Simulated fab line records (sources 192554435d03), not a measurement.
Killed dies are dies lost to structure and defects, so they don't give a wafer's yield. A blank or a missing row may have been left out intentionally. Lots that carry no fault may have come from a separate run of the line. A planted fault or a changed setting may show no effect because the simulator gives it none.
Which tool is to blame?	flow n5-finfet	24 lots, 72 wafers sampled, at 5 steps of a route of 1938

## WHAT EACH GAUGE READ, for each wafer
N5_DUMMY_GATE_THK_MEAS_05.
lot	measured	on	thk-nm (nm)
L074	day 2 18:35	film-metro-02	71.5 73.0 71.5
L075	day 3 02:29	film-metro-01	71.0 72.5 72.0
L076	day 3 10:25	film-metro-01	73.3 71.7 74.3
L077	day 3 12:49	film-metro-02	72.0 71.0 71.9
L078	day 3 18:20	film-metro-01	72.4 73.1 72.3
L079	day 3 22:59	film-metro-01	71.6 72.4 72.4
L080	day 4 09:01	film-metro-02	73.6 72.4 72.6
L081	day 4 12:47	film-metro-01	70.1 70.8 71.7
L082	day 4 18:53	film-metro-02	71.4 72.8 71.3
L083	day 5 07:25	film-metro-02	70.9 70.8 69.7
L084	day 5 07:38	film-metro-01	71.5 72.2 71.6
L085	day 5 15:19	film-metro-02	71.7 73.4 72.9
L086	day 5 18:44	film-metro-02	70.4 71.1 70.0
L087	day 5 23:35	film-metro-02	72.1 73.0 72.1
L088	day 6 05:04	film-metro-02	70.6 72.0 71.5
L089	day 6 10:53	film-metro-02	72.0 71.0 72.0
L090	day 6 18:23	film-metro-02	71.9 70.8 72.5
L091	day 6 23:41	film-metro-01	71.5 70.8 71.6
L092	day 7 08:29	film-metro-01	73.6 73.0 73.1
L093	day 7 12:20	film-metro-01	70.1 69.9 70.0
L094	day 7 19:16	film-metro-01	71.6 70.4 71.6
L095	day 8 00:01	film-metro-01	70.2 72.3 73.1
L096	day 8 05:03	film-metro-02	71.5 71.4 71.0
L097	day 8 11:25	film-metro-02	71.6 72.2 71.9

N5_SD_EPI_N_CD_MEAS_09 targets a cd of 120 nm.
lot	measured	on	cd-nm (nm)
L074	day 3 01:58	cd-sem-03	119.0 118.6 118.8
L075	day 3 09:13	cd-sem-01	119.5 119.3 119.0
L076	day 3 17:52	cd-sem-01	119.9 120.1 119.7
L077	day 3 19:41	cd-sem-02	120.5 120.6 120.7
L078	day 4 01:33	cd-sem-03	120.8 120.5 121.0
L079	day 4 06:11	cd-sem-03	120.3 121.0 120.1
L080	day 4 17:40	cd-sem-03	120.8 119.8 119.2
L081	day 4 20:11	cd-sem-01	120.4 119.5 120.5
L082	day 5 04:29	cd-sem-03	119.8 120.6 119.8
L083	day 5 14:26	cd-sem-01	119.3 120.0 120.5
L084	day 5 14:35	cd-sem-01	120.0 120.3 120.4
L085	day 5 22:14	cd-sem-03	120.3 119.5 120.1
L086	day 6 02:21	cd-sem-03	120.6 120.4 120.1
L087	day 6 06:37	cd-sem-03	121.2 120.3 120.3
L088	day 6 11:34	cd-sem-03	118.9 118.5 119.3
L089	day 6 20:49	cd-sem-01	120.1 120.4 120.5
L090	day 7 01:10	cd-sem-03	119.7 119.5 119.2
L091	day 7 06:22	cd-sem-02	120.4 119.6 120.4
L092	day 7 15:08	cd-sem-03	119.3 120.3 119.4
L093	day 7 19:03	cd-sem-03	120.6 120.5 119.8
L094	day 8 01:55	cd-sem-02	120.4 120.2 120.4
L095	day 8 06:45	cd-sem-01	119.9 120.6 119.9
L096	day 8 11:40	cd-sem-01	120.1 120.0 120.4
L097	day 8 18:23	cd-sem-03	120.1 119.9 120.3

## WHICH TOOL RAN EACH LOT (tool, then ch and the chambers of the sampled wafers, then the start)
lot	N5_STI_FIN_REVEAL_CMP_04	N5_DUMMY_GATE_ETCH_32	N5_SPACER0_ALD_00
L074	cmp-02 ch 0,1,2, day 2 10:37	rie-si-01 ch 1, day 2 23:49	ald-sin-02 ch 0,1,3, day 3 01:10
L075	cmp-02 ch 0,2,3, day 2 15:53	rie-si-05 ch 0,2, day 3 07:44	ald-sin-01 ch 1,2, day 3 08:24
L076	cmp-04 ch 0,1,3, day 2 22:46	rie-si-05 ch 0,1,3, day 3 15:52	ald-sin-02 ch 0,2,3, day 3 17:03
L077	cmp-04 ch 0,1, day 3 03:42	rie-si-01 ch 0,1, day 3 18:02	ald-sin-04 ch 0,3, day 3 18:56
L078	cmp-01 ch 0,1,3, day 3 09:14	rie-si-05 ch 1,3, day 3 23:54	ald-sin-02 ch 0,1,2, day 4 00:44
L079	cmp-01 ch 2,3, day 3 14:32	rie-si-01 ch 0,1, day 4 04:14	ald-sin-02 ch 0,3, day 4 05:30
L080	cmp-02 ch 1,2,3, day 3 23:13	rie-si-01 ch 1,3, day 4 16:19	ald-sin-02 ch 0,2, day 4 16:59
L081	cmp-01 ch 1,2,3, day 4 04:43	rie-si-03 ch 0,1,2, day 4 18:35	ald-sin-04 ch 0,2,3, day 4 19:22
L082	cmp-01 ch 0,3, day 4 08:58	rie-si-03 ch 0,1, day 5 00:33	ald-sin-04 ch 0,1, day 5 03:40
L083	cmp-04 ch 0,1,2, day 4 23:07	rie-si-03 ch 1,2,3, day 5 12:45	ald-sin-01 ch 2,3, day 5 13:45
L084	cmp-02 ch 0,3, day 4 23:19	rie-si-05 ch 0,1,3, day 5 12:58	ald-sin-02 ch 2,3, day 5 13:54
L085	cmp-04 ch 1,2, day 5 05:49	rie-si-01 ch 0,3, day 5 20:50	ald-sin-04 ch 2,3, day 5 21:32
L086	cmp-04 ch 0,1, day 5 10:47	rie-si-01 ch 0,1,3, day 6 00:59	ald-sin-04 ch 0,1,3, day 6 01:39
L087	cmp-01 ch 0,2, day 5 15:51	rie-si-01 ch 1,3, day 6 04:48	ald-sin-01 ch 1,2, day 6 05:48
L088	cmp-04 ch 0,1, day 5 21:11	rie-si-05 ch 0,1, day 6 10:09	ald-sin-04 ch 0,1,2, day 6 10:53
L089	cmp-01 ch 0,1,3, day 6 02:56	rie-si-05 ch 0,1,3, day 6 19:19	ald-sin-02 ch 1,2,3, day 6 20:00
L090	cmp-02 ch 0,1,2, day 6 10:29	rie-si-03 ch 0,1,3, day 6 23:37	ald-sin-02 ch 1,2,3, day 7 00:21
L091	cmp-04 ch 0,1,2, day 6 15:56	rie-si-03 ch 0,1,2, day 7 04:49	ald-sin-01 ch 0,1, day 7 05:40
L092	cmp-02 ch 0,1,2, day 6 22:48	rie-si-05 ch 0,2,3, day 7 13:46	ald-sin-01 ch 1,2, day 7 14:26
L093	cmp-04 ch 0,1,2, day 7 04:27	rie-si-03 ch 0,1, day 7 17:37	ald-sin-01 ch 0,1, day 7 18:22
L094	cmp-01 ch 1,2,3, day 7 11:11	rie-si-05 ch 0,2,3, day 8 00:31	ald-sin-02 ch 0,1,3, day 8 01:14
L095	cmp-01 ch 1,2,3, day 7 15:10	rie-si-03 ch 0,1,3, day 8 05:16	ald-sin-02 ch 0,1,3, day 8 05:56
L096	cmp-02 ch 0,1,2, day 7 21:11	rie-si-01 ch 0,2,3, day 8 10:09	ald-sin-04 ch 0,1,2, day 8 10:50
L097	cmp-02 ch 1,2, day 8 03:25	rie-si-03 ch 0,2,3, day 8 16:38	ald-sin-04 ch 0,2, day 8 17:35
- N5_STI_FIN_REVEAL_CMP_04: polishes, stops on Si3N4, t overpolish 4 s, target thk 131.83 nm.
- N5_DUMMY_GATE_ETCH_32: etches SiO2 in CF4, target depth 3.5 nm, time 3.9 s.
- N5_SPACER0_ALD_00: deposits SiOCN, target thk 3.5 nm, pulse time 3 s, purge time 2 s.

## WHAT THE TOOLS THEMSELVES READ (means of the sampled wafers that have a number; where no wafer has one, the mark that the record gives instead)
N5_STI_FIN_REVEAL_CMP_04.
lot	tool	motor-current-A (A)	overpolish-run-s (s)	time-to-endpoint-s (s)
L074	cmp-02	8.7	3.986	102
L075	cmp-02	8.1	4.004	103
L076	cmp-04	8.5	3.999	108
L077	cmp-04	8.6	4.003	103
L078	cmp-01	9.5	3.996	108
L079	cmp-01	9.5	3.998	112
L080	cmp-02	8.6	3.996	99
L081	cmp-01	8.5	3.997	108
L082	cmp-01	10.1	4.001	108
L083	cmp-04	8.8	4.005	111
L084	cmp-02	7.7	3.995	101
L085	cmp-04	8.8	3.993	106
L086	cmp-04	8.7	3.995	108
L087	cmp-01	7.7	4.003	108
L088	cmp-04	8.6	3.993	107
L089	cmp-01	9.3	3.990	104
L090	cmp-02	8.5	4.002	106
L091	cmp-04	9.1	3.995	108
L092	cmp-02	8.7	4.005	108
L093	cmp-04	8.8	3.999	114
L094	cmp-01	8.6	4.007	100
L095	cmp-01	8.4	3.999	96
L096	cmp-02	9.0	4.005	102
L097	cmp-02	8.7	4.004	107

N5_DUMMY_GATE_ETCH_32.
lot	tool	chamber-pressure-mTorr (mTorr)	drypump-motor-current-A (A)	oes-product-au (a.u.)	throttle-valve-pct (%)
L074	rie-si-01	10.003	5.7	1.005	21.45
L075	rie-si-05	10.013	5.1	1.023	21.55
L076	rie-si-05	9.996	5.6	1.008	21.75
L077	rie-si-01	9.995	5.7	1.015	21.58
L078	rie-si-05	9.995	5.4	1.014	21.63
L079	rie-si-01	9.999	5.8	1.024	21.70
L080	rie-si-01	9.997	5.7	1.006	21.46
L081	rie-si-03	9.999	5.7	0.985	21.51
L082	rie-si-03	10.006	6.0	0.982	21.58
L083	rie-si-03	10.007	6.2	0.999	21.51
L084	rie-si-05	10.008	5.6	1.007	21.75
L085	rie-si-01	10.004	5.7	1.008	21.70
L086	rie-si-01	9.998	5.7	0.999	21.58
L087	rie-si-01	9.995	5.7	0.997	21.45
L088	rie-si-05	10.012	5.6	1.017	21.59
L089	rie-si-05	10.009	5.6	1.012	21.75
L090	rie-si-03	10.006	6.0	0.996	21.71
L091	rie-si-03	9.996	5.7	0.989	21.52
L092	rie-si-05	10.008	5.3	1.011	21.73
L093	rie-si-03	10.010	6.0	0.984	21.57
L094	rie-si-05	9.998	5.3	1.013	21.73
L095	rie-si-03	9.997	6.0	0.991	21.71
L096	rie-si-01	9.998	5.7	1.004	21.70
L097	rie-si-03	10.003	5.7	0.994	21.65

N5_SPACER0_ALD_00.
lot	tool	heater-power-w (W)	precursor-pulse-height-rel
L074	ald-sin-02	879	0.984
L075	ald-sin-01	728	1.012
L076	ald-sin-02	887	1.004
L077	ald-sin-04	790	1.021
L078	ald-sin-02	862	1.010
L079	ald-sin-02	905	1.025
L080	ald-sin-02	887	0.996
L081	ald-sin-04	786	0.993
L082	ald-sin-04	756	1.010
L083	ald-sin-01	810	0.999
L084	ald-sin-02	890	1.014
L085	ald-sin-04	775	1.001
L086	ald-sin-04	761	1.000
L087	ald-sin-01	739	0.987
L088	ald-sin-04	787	0.995
L089	ald-sin-02	870	1.011
L090	ald-sin-02	879	0.993
L091	ald-sin-01	750	1.008
L092	ald-sin-01	738	1.006
L093	ald-sin-01	739	0.983
L094	ald-sin-02	878	1.007
L095	ald-sin-02	880	0.969
L096	ald-sin-04	781	0.994
L097	ald-sin-04	810	0.982

## THE ANSWER, worked out from the rows above alone
Rule: the lots themselves supply what counts as usual. Put in order of their means at a reading, lots are off if they are a third of the lots or fewer, leave a main group of 4 or more, and stand apart from it by a gap of 3 or more times the standard deviation of the main group's means; of several such gaps the widest counts. Not used: any main group whose means are identical at the precision the tables above print for the reading. A lot without any number at a reading at which 4 lots or more have one is off too. Any other lot the step has rows for is counted as sound. Order of review: gauges by route order, followed by the tools' own readings, for which a lot's mean as printed above is used. The first step at which some lot is off is used, and at that step the reading that is off furthest; a lot without a number counts as furthest.
Nothing can be told from this: no lot is off at any reading shown.

## WHAT THE SIMULATOR HAD INSERTED
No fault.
